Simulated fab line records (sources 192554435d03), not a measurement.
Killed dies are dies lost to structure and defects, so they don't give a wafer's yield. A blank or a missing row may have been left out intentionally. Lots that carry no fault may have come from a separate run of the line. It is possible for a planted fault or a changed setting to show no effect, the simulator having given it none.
Which of the tools did it? | flow n5 finfet | 24 lots with 72 wafers sampled at 5 steps, on a route of 1938 steps

== WHAT EACH GAUGE READ, for each wafer ==
N5_BEOL_M10_THK_MEAS_01.
lot  | measured     | on            | M10_ILD_THK (nm)
L074 | day 10 00:49 | film metro-01 | 269 266 274
L075 | day 10 01:21 | film metro-02 | 271 270 272
L076 | day 10 12:32 | film metro-02 | 261 265 269
L078 | day 10 14:07 | film metro-02 | 270 266 274
L077 | day 10 22:10 | film metro-01 | 260 268 277
L079 | day 11 00:15 | film metro-01 | 263 261 266
L080 | day 11 00:44 | film metro-01 | 272 273 277
L081 | day 11 04:49 | film metro-02 | 275 270 275
L083 | day 12 01:35 | film metro-02 | 261 267 266
L082 | day 12 01:40 | film metro-02 | 270 274 280
L084 | day 12 02:04 | film metro-02 | 267 270 271
L085 | day 12 07:46 | film metro-01 | 265 273 266
L086 | day 12 08:38 | film metro-01 | 271 268 274
L087 | day 13 00:47 | film metro-01 | 269 274 266
L089 | day 13 01:17 | film metro-02 | 274 270 268
L088 | day 13 12:42 | film metro-01 | 263 269 268
L091 | day 13 20:52 | film metro-01 | 264 276 273
L090 | day 13 21:49 | film metro-01 | 259 263 272
L093 | day 14 07:38 | film metro-02 | 268 269 273
L092 | day 14 14:33 | film metro-02 | 268 269 273
L095 | day 14 19:34 | film metro-01 | 265 275 271
L094 | day 15 01:58 | film metro-02 | 261 268 275
L096 | day 15 07:11 | film metro-02 | 269 272 275
L097 | day 15 20:07 | film metro-01 | 264 273 266

N5_BEOL_M12_THK_MEAS_01.
lot  | measured     | on            | M12_ILD_THK (nm)
L074 | day 10 18:25 | film metro-02 | 656 665 656
L075 | day 10 17:37 | film metro-02 | 667 661 655
L076 | day 11 04:58 | film metro-01 | 648 655 654
L078 | day 11 08:07 | film metro-01 | 656 670 665
L077 | day 11 11:32 | film metro-02 | 656 662 669
L079 | day 11 18:16 | film metro-01 | 660 666 677
L080 | day 11 15:42 | film metro-01 | 666 661 673
L081 | day 11 19:56 | film metro-01 | 665 644 648
L083 | day 12 13:31 | film metro-01 | 648 664 666
L082 | day 12 13:56 | film metro-01 | 642 655 654
L084 | day 12 16:11 | film metro-02 | 659 668 670
L085 | day 12 19:49 | film metro-01 | 658 662 664
L086 | day 12 23:46 | film metro-01 | 676 653 667
L087 | day 13 20:34 | film metro-01 | 657 673 662
L089 | day 13 19:15 | film metro-02 | 652 651 674
L088 | day 14 03:55 | film metro-02 | 649 670 661
L091 | day 14 13:23 | film metro-02 | 642 659 664
L090 | day 14 13:17 | film metro-02 | 653 651 664
L093 | day 15 00:58 | film metro-01 | 651 666 657
L092 | day 15 03:49 | film metro-02 | 656 670 687
L095 | day 15 10:13 | film metro-01 | 652 670 659
L094 | day 15 13:31 | film metro-01 | 655 661 656
L096 | day 15 20:35 | film metro-01 | 663 648 665
L097 | day 16 12:29 | film metro-02 | 655 662 672

N5_BEOL_M12_INSPECT_12: inspects for defects (macro).
lot  | measured     | on                | raw defect count
L074 | day 10 18:47 | defect inspect-02 | 2 1 3
L075 | day 10 17:59 | defect inspect-02 | 1 1 2
L076 | day 11 05:20 | defect inspect-02 | 2 3 0
L078 | day 11 08:35 | defect inspect-01 | 3 2 4
L077 | day 11 11:53 | defect inspect-02 | 3 1 1
L079 | day 11 18:45 | defect inspect-01 | 1 0 1
L080 | day 11 16:13 | defect inspect-01 | 0 3 2
L081 | day 11 20:26 | defect inspect-02 | 1 0 4
L083 | day 12 14:00 | defect inspect-01 | 3 3 2
L082 | day 12 14:17 | defect inspect-02 | 1 1 2
L084 | day 12 16:40 | defect inspect-02 | 2 2 3
L085 | day 12 20:11 | defect inspect-02 | 1 4 5
L086 | day 13 00:16 | defect inspect-01 | 1 3 2
L087 | day 13 21:03 | defect inspect-02 | 4 1 3
L089 | day 13 19:36 | defect inspect-02 | 2 3 3
L088 | day 14 04:24 | defect inspect-02 | 1 3 2
L091 | day 14 13:48 | defect inspect-01 | 1 3 1
L090 | day 14 13:46 | defect inspect-02 | 1 3 1
L093 | day 15 01:26 | defect inspect-02 | 5 3 3
L092 | day 15 04:11 | defect inspect-02 | 1 1 2
L095 | day 15 10:42 | defect inspect-02 | 4 1 4
L094 | day 15 14:00 | defect inspect-02 | 3 2 5
L096 | day 15 21:04 | defect inspect-02 | 1 2 2
L097 | day 16 12:58 | defect inspect-02 | 3 1 3

== TOOL THAT RAN EACH LOT (tool first, then ch and the chambers of the sampled wafers, then the start) ==
lot  | N5_BEOL_M10_STRIP_36               | N5_BEOL_M11_ETCH_66
L074 | rie diel-05 ch 0,1,2, day 10 05:08 | rie diel-02 ch 1,2,3, day 10 14:40
L075 | rie diel-01 ch 2,3, day 10 04:58   | rie diel-02 ch 1,2,3, day 10 14:08
L076 | rie diel-05 ch 0,2, day 10 18:33   | rie diel-02 ch 0,2, day 11 01:40
L078 | rie diel-05 ch 0,2, day 10 19:01   | rie diel-03 ch 1,2, day 11 05:18
L077 | rie diel-04 ch 0,3, day 11 01:32   | rie diel-06 ch 0,1,2, day 11 07:40
L079 | rie diel-05 ch 1,2, day 11 05:51   | rie diel-02 ch 0,3, day 11 13:58
L080 | rie diel-01 ch 0,1,2, day 11 05:19 | rie diel-03 ch 1,2,3, day 11 10:44
L081 | rie diel-04 ch 0,3, day 11 08:22   | rie diel-06 ch 1,2,3, day 11 15:47
L083 | rie diel-04 ch 0,3, day 12 05:02   | rie diel-02 ch 1,3, day 12 10:26
L082 | rie diel-01 ch 0,2,3, day 12 04:53 | rie diel-06 ch 1,3, day 12 10:37
L084 | rie diel-01 ch 2,3, day 12 05:25   | rie diel-03 ch 1,2,3, day 12 12:38
L085 | rie diel-04 ch 1,3, day 12 10:37   | rie diel-02 ch 1,2, day 12 15:59
L086 | rie diel-05 ch 0,1,2, day 12 11:22 | rie diel-03 ch 0,2,3, day 12 18:53
L087 | rie diel-01 ch 2,3, day 13 07:02   | rie diel-03 ch 2,3, day 13 17:19
L089 | rie diel-05 ch 0,1,2, day 13 06:47 | rie diel-06 ch 1,2, day 13 13:57
L088 | rie diel-04 ch 0,2,3, day 13 17:30 | rie diel-06 ch 0,1, day 14 00:38
L091 | rie diel-04 ch 2,3, day 14 01:05   | rie diel-02 ch 1,2,3, day 14 10:27
L090 | rie diel-05 ch 0,2,3, day 14 00:49 | rie diel-03 ch 0,1,2, day 14 10:21
L093 | rie diel-04 ch 1,2,3, day 14 13:55 | rie diel-02 ch 1,2,3, day 14 21:46
L092 | rie diel-05 ch 0,1,2, day 14 17:33 | rie diel-06 ch 1,2,3, day 15 00:39
L095 | rie diel-01 ch 0,3, day 14 23:35   | rie diel-02 ch 0,1,3, day 15 06:13
L094 | rie diel-01 ch 0,1,3, day 15 03:58 | rie diel-03 ch 0,2,3, day 15 10:11
L096 | rie diel-05 ch 0,2,3, day 15 09:47 | rie diel-03 ch 0,1,3, day 15 15:52
L097 | rie diel-01 ch 0,1, day 15 22:52   | rie diel-03 ch 2, day 16 07:55
- N5_BEOL_M10_STRIP_36: strips in N2/H2.
- N5_BEOL_M11_ETCH_66: etches SOC in N2/H2, target depth 120 nm, overetch 24 nm, time 180 s.

== WHAT THE TOOLS THEMSELVES READ (means of the sampled wafers that have a number; where no wafer has one, the mark that the record gives instead) ==
N5_BEOL_M10_STRIP_36.
lot  | tool        | drypump motor current A (A) | oes product au (a.u.) | rf vpp V (V) | showerhead plenum p Torr (Torr) | throttle valve pct (%)
L074 | rie diel-05 | 5.9                         | 0.81                  | 58.6         | 2.48                            | 23.9
L075 | rie diel-01 | 5.5                         | 0.76                  | 56.8         | 2.62                            | 23.8
L076 | rie diel-05 | 6.2                         | 0.75                  | 58.7         | 2.51                            | 24.4
L078 | rie diel-05 | 5.6                         | 0.80                  | 58.7         | 2.48                            | 24.1
L077 | rie diel-04 | 5.9                         | 0.81                  | 59.9         | 2.46                            | 23.7
L079 | rie diel-05 | 6.1                         | 0.79                  | 57.9         | 2.46                            | 23.8
L080 | rie diel-01 | 5.8                         | 0.72                  | 59.8         | 2.57                            | 24.1
L081 | rie diel-04 | 6.0                         | 0.85                  | 58.0         | 2.46                            | 23.5
L083 | rie diel-04 | 6.0                         | 0.80                  | 59.6         | 2.46                            | 23.7
L082 | rie diel-01 | 5.9                         | 0.74                  | 58.7         | 2.58                            | 23.9
L084 | rie diel-01 | 5.5                         | 0.75                  | 59.7         | 2.61                            | 23.9
L085 | rie diel-04 | 5.9                         | 0.86                  | 57.1         | 2.50                            | 23.4
L086 | rie diel-05 | 5.9                         | 0.77                  | 57.9         | 2.47                            | 24.0
L087 | rie diel-01 | 5.5                         | 0.73                  | 59.9         | 2.61                            | 23.9
L089 | rie diel-05 | 5.9                         | 0.77                  | 60.7         | 2.47                            | 23.9
L088 | rie diel-04 | 5.8                         | 0.82                  | 57.3         | 2.47                            | 23.6
L091 | rie diel-04 | 5.8                         | 0.86                  | 61.2         | 2.47                            | 23.5
L090 | rie diel-05 | 5.6                         | 0.79                  | 58.3         | 2.48                            | 24.1
L093 | rie diel-04 | 5.6                         | 0.83                  | 57.8         | 2.50                            | 23.5
L092 | rie diel-05 | 5.9                         | 0.76                  | 59.1         | 2.46                            | 24.0
L095 | rie diel-01 | 6.2                         | 0.73                  | 59.4         | 2.54                            | 23.9
L094 | rie diel-01 | 6.0                         | 0.80                  | 58.7         | 2.53                            | 24.0
L096 | rie diel-05 | 5.6                         | 0.78                  | 59.1         | 2.47                            | 24.1
L097 | rie diel-01 | 6.1                         | 0.79                  | 60.0         | 2.52                            | 24.0

N5_BEOL_M11_ETCH_66.
lot  | tool        | drypump motor current A (A) | oes product au (a.u.) | rf fwd power W (W) | rf vpp V (V) | showerhead plenum p Torr (Torr) | throttle valve pct (%)
L074 | rie diel-02 | 5.7                         | 0.66                  | 839.5              | 523          | 2.52                            | 17.84
L075 | rie diel-02 | 5.7                         | 0.66                  | 836.9              | 523          | 2.52                            | 17.83
L076 | rie diel-02 | 5.7                         | 0.62                  | 835.4              | 519          | 2.38                            | 18.11
L078 | rie diel-03 | 5.2                         | 0.67                  | 835.8              | 523          | 2.55                            | 17.76
L077 | rie diel-06 | 5.4                         | 0.59                  | 836.3              | 523          | 2.52                            | 18.03
L079 | rie diel-02 | 5.9                         | 0.70                  | 832.4              | 522          | 2.52                            | 17.79
L080 | rie diel-03 | 5.6                         | 0.63                  | 838.8              | 523          | 2.52                            | 17.77
L081 | rie diel-06 | 4.9                         | 0.61                  | 833.4              | 525          | 2.56                            | 17.83
L083 | rie diel-02 | 5.8                         | 0.74                  | 841.0              | 524          | 2.57                            | 17.59
L082 | rie diel-06 | 5.0                         | 0.64                  | 837.0              | 525          | 2.57                            | 17.69
L084 | rie diel-03 | 5.6                         | 0.70                  | 836.8              | 526          | 2.62                            | 17.62
L085 | rie diel-02 | 5.5                         | 0.72                  | 836.4              | 521          | 2.47                            | 17.75
L086 | rie diel-03 | 5.9                         | 0.67                  | 840.2              | 525          | 2.60                            | 17.66
L087 | rie diel-03 | 5.7                         | 0.68                  | 837.4              | 524          | 2.54                            | 17.70
L089 | rie diel-06 | 4.9                         | 0.72                  | 836.4              | 523          | 2.54                            | 17.66
L088 | rie diel-06 | 6.0                         | 0.73                  | 838.3              | 527          | 2.70                            | 17.84
L091 | rie diel-02 | 5.7                         | 0.70                  | 835.2              | 523          | 2.51                            | 17.71
L090 | rie diel-03 | 5.4                         | 0.62                  | 837.7              | 525          | 2.59                            | 17.78
L093 | rie diel-02 | 5.7                         | 0.69                  | 839.0              | 524          | 2.51                            | 17.71
L092 | rie diel-06 | 5.0                         | 0.67                  | 834.6              | 525          | 2.55                            | 17.70
L095 | rie diel-02 | 5.7                         | 0.67                  | 834.8              | 522          | 2.47                            | 17.90
L094 | rie diel-03 | 5.9                         | 0.64                  | 836.0              | 525          | 2.59                            | 17.69
L096 | rie diel-03 | 5.8                         | 0.64                  | 835.4              | 527          | 2.67                            | 17.62
L097 | rie diel-03 | 5.3                         | 0.63                  | 836.0              | 521          | 2.45                            | 17.89

== THE ANSWER, worked out from the rows above alone ==
Rule: the lots themselves supply what counts as usual. The widest of any qualifying gaps counts: lots, ordered by their means at a reading, are off when they make up no more than a third of the lots, leave a main group of 4 or more, and stand apart from it by 3 or more times the standard deviation of that group's means. A main group whose means are all the same, to the digits that the tables above print for the reading, isn't used. Also off: a lot with no number at a reading for which 4 or more lots have one. Any other lot the step has rows for is counted as sound. First the gauges in route order, then the tools' own readings, where a lot's mean is used as printed above. At the first step where some lot is off, the reading lying furthest off is the one used; lots without a number count as furthest.
Nothing can be told from this: no lot is off at any reading shown.

== WHAT THE SIMULATOR HAD PUT IN ==
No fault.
